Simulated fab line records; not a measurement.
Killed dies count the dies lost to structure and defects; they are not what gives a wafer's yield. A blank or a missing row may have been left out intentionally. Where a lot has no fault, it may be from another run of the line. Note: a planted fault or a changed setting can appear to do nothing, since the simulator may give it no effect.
Chamber matching ; flow n5-finfet ; N5_BEOL_M4_ETCH_70 on rie-diel-02: 4 sister chambers
The step etches SOC in N2/H2, target depth 80 nm, overetch 24 nm, time 130 s. 14 wafers are shown with their chamber, then 7 later ones without.

== WAFERS WITH THEIR CHAMBER ==
wafer;chamber;drypump-motor-current-A (A);showerhead-plenum-p-Torr (Torr);throttle-valve-pct (%)
L080.3;0;5.7;2.47;17.35
L080.4;2;5.4;2.69;17.23
L080.6;1;6.0;2.62;17.98
L082.2;1;6.0;2.62;17.96
L082.3;0;5.7;2.46;17.34
L082.6;3;5.8;2.56;17.66
L083.2;2;5.3;2.69;17.24
L083.5;3;5.8;2.56;17.66
L083.6;2;5.3;2.69;17.26
L093.1;3;5.8;2.55;17.71
L093.2;2;5.4;2.68;17.30
L093.6;2;5.3;2.68;17.29
L092.4;0;5.7;2.45;17.40
L092.5;3;5.8;2.55;17.72

SIGNATURES (means of the wafers above)
reading;chamber 0;chamber 1;chamber 2;chamber 3;scatter within a chamber
drypump-motor-current-A;5.700;6.000;5.340;5.800;0.0346
showerhead-plenum-p-Torr;2.4600;2.6200;2.6860;2.5550;0.00648
throttle-valve-pct;17.3633;17.9700;17.2640;17.6875;0.0301
Rule: a wafer lies at a distance from a chamber equal to the root of the sum of squares, over the readings, of (its reading less the chamber's mean, divided by the reading's scatter). If the next closest chamber is less than 2 further off than the closest, the wafer can't be placed; otherwise it belongs to the closest. The scatter is the square root of a quotient: the sum, over the shown wafers, of each reading's squared deviation from its chamber's mean, divided by wafers minus chambers.

== WAFERS WHOSE CHAMBER IS MISSING ==
wafer;drypump-motor-current-A (A);showerhead-plenum-p-Torr (Torr);throttle-valve-pct (%)
L092.6;5.3;2.68;17.29
L094.1;5.7;2.45;17.39
L094.4;5.7;2.45;17.40
L094.5;5.8;2.55;17.73
L096.3;6.0;2.61;17.66
L096.4;5.8;2.54;17.74
L096.6;5.3;2.67;17.30

== THE CHAMBER EACH PASSED THROUGH ==
wafer;from the rows above;in truth
L092.6;2;2
L094.1;0;0
L094.4;0;0
L094.5;3;3
L096.3;can't be placed: 3 or 1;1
L096.4;3;3
L096.6;2;2
Placed correctly: 6 of 7. These rows do not allow placing 1 (true chamber among the candidates in 1). Number placed wrongly: 0.
